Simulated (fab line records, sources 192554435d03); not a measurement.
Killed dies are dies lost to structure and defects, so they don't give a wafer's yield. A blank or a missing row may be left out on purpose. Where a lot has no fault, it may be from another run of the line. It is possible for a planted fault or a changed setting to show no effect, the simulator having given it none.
Split-lot experiment + flow n5Finfet + on a route of 1938 steps: 7 lots, 21 wafers read

## ABOUT THE SPLIT
At N5_FIN_SAQP_PECVD_48 (deposits SiNx from SiH4/NH3/N2, target thk 25 nm, time 22.1 s), the setting timeS was moved away from the recipe's 22.1 s on 10 of the 21 wafers read, by -6.8% to +14.1%. This setting was run at the recipe's value on the other wafers.

## FROM THE SPLIT TO THE READING: what the file shows between them, 8 steps
- N5_FIN_SAQP_COAT_50: time 60 s, resist thk 35 nm (also split here: spinRpm)
- N5_FIN_SAQP_COAT_10: resist thk 90 nm
- N5_FIN_SAQP_EBR_12
- N5_FIN_SAQP_DESCUM_21: chemistry O2, time 7.9 s
- N5_FIN_SAQP_ETCH_51: etches SiARC in CF4, target depth 45.5 nm, time 75.8 s
- N5_FIN_SAQP_ETCH_52: etches SOC in N2/H2, target depth 100 nm, overetch 20 nm, time 150 s
- N5_FIN_SAQP_STRIP_53: strips in N2/H2
- N5_FIN_SAQP_MANDREL1_REMOVE_56: chemistry HBr/Cl2/O2, target a-Si, stops on SiNx, bt time 10 s

## THE READING
etch.depthNm (the simulator's own value, which no gauge read), in nm, at N5_FIN_SAQP_ETCH_57 (etches SiNx in CH3F/O2, target depth 32.5 nm, time 46.4 s). The file gives no usual value for it. Average 24.90 nm, standard deviation 0.23 nm, over the 11 wafers here run with the recipe.

| wafer  | tool, chamber at the split | timeS as run, s | against the recipe | etch.depthNm, nm | against lot-mates on the recipe |
|--------|----------------------------|-----------------|--------------------|------------------|---------------------------------|
| L076.2 | pecvd-01, 2                | 20.9            | -5.4%              | 23.28            | -1.63                           |
| L076.4 | pecvd-01, 2                | 22.1            | recipe             | 25.19            | -                               |
| L076.6 | pecvd-01, 1                | 22.1            | recipe             | 24.63            | -                               |
| L081.2 | pecvd-03, 0                | 22.1            | recipe             | 24.73            | -                               |
| L081.3 | pecvd-03, 1                | 22.1            | recipe             | 24.83            | -                               |
| L081.5 | pecvd-03, 1                | 24.05           | +8.8%              | 27.52            | +2.74                           |
| L083.2 | pecvd-03, 0                | 22.1            | recipe             | 24.89            | -                               |
| L083.5 | pecvd-03, 0                | 24.05           | +8.8%              | 27.59            | +2.70                           |
| L083.6 | pecvd-03, 1                | 24.05           | +8.8%              | 27.66            | +2.77                           |
| L084.1 | pecvd-03, 0                | 22.1            | recipe             | 24.83            | -                               |
| L084.2 | pecvd-03, 1                | 22.1            | recipe             | 24.93            | -                               |
| L084.5 | pecvd-03, 1                | 20.59           | -6.8%              | 23.81            | -1.07                           |
| L087.1 | pecvd-03, 1                | 23.27           | +5.3%              | 25.79            | no lot-mate on the recipe       |
| L087.4 | pecvd-03, 2                | 23.27           | +5.3%              | 26.46            | no lot-mate on the recipe       |
| L087.6 | pecvd-03, 1                | 23.27           | +5.3%              | 26.6             | no lot-mate on the recipe       |
| L096.1 | pecvd-03, 1                | 22.1            | recipe             | 24.6             | -                               |
| L096.5 | pecvd-03, 0                | 22.1            | recipe             | 25.04            | -                               |
| L096.6 | pecvd-03, 2                | 22.1            | recipe             | 24.77            | -                               |
| L097.2 | pecvd-03, 1                | 25.22           | +14.1%             | 28.59            | +3.16                           |
| L097.4 | pecvd-03, 1                | 22.1            | recipe             | 25.43            | -                               |
| L097.6 | pecvd-03, 2                | 25.22           | +14.1%             | 29.1             | +3.67                           |

FIT RESULTS
A straight line over all 21 wafers: etch.depthNm changes by +0.274 nm for each +1% of timeS; r = +0.98; the points scatter about the line by 0.32 nm.
The same after taking each lot's own level away (the mean of its wafers on the recipe; 18 wafers): +0.256 nm for each +1%; r = +0.98; scatter 0.31 nm.
Per that fit: largest timeS move, reading shift of 3.6 nm.
From 24.780 to 25.430 nm: that is the span of the lots' own levels, equal to 2.8 times the standard deviation above.
So the lot-to-lot level changes the slope little: the two slopes agree.
Check: with one of the wafers moved furthest among these (+14.1%) left out of the fit, the line predicts +3.91 nm for it against its lot-mates. Against them it came out at +3.16 nm.

## THE OTHER SPLITS THESE WAFERS WENT THROUGH
Other splits were also applied to these wafers ahead of the reading. Each is held against what the fit with the lots' levels taken away leaves over:
| other split on the same wafers | wafers away from the commonest value | r with etch.depthNm (lot level and that fit taken away) |
|--------------------------------|--------------------------------------|---------------------------------------------------------|
| N5_ZERO_LAYER_COAT_05 spinRpm  | 8                                    | +0.25                                                   |
| N5_ZERO_LAYER_EXPOSE_08 doseMj | 7                                    | +0.04                                                   |
| N5_ZERO_LAYER_DESCUM_16 timeS  | 4                                    | +0.06                                                   |
| N5_WELL_APT_COAT_02 spinRpm    | 11                                   | -0.37                                                   |
| N5_FIN_SAQP_COAT_50 spinRpm    | 8                                    | +0.14                                                   |

## THE WHOLE CHAIN: every reading that the file lists as answering this split, in the file's order
| step                 | what it does                                                  | reading                                                                          | change (the file's fit)               | r (the file's) |
|----------------------|---------------------------------------------------------------|----------------------------------------------------------------------------------|---------------------------------------|----------------|
| N5_FIN_SAQP_PECVD_48 | deposits SiNx from SiH4/NH3/N2, target thk 25 nm, time 22.1 s | SiNx_of_FIN_SAQP_PECVD_48.thkNm (the simulator's own value, which no gauge read) | +0.261 nm for each +1% of the setting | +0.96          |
| N5_FIN_SAQP_ETCH_57  | etches SiNx in CH3F/O2, target depth 32.5 nm, time 46.4 s     | etchRfOnTimeS                                                                    | withheld for each +1% of the setting  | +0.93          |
| N5_FIN_SAQP_ETCH_57  | etches SiNx in CH3F/O2, target depth 32.5 nm, time 46.4 s     | etch.depthNm (the simulator's own value, which no gauge read)                    | +0.262 nm for each +1% of the setting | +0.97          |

## THE FILE'S OWN FIT
etch.depthNm changes by +0.262 nm for each +1% of timeS, r = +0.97.
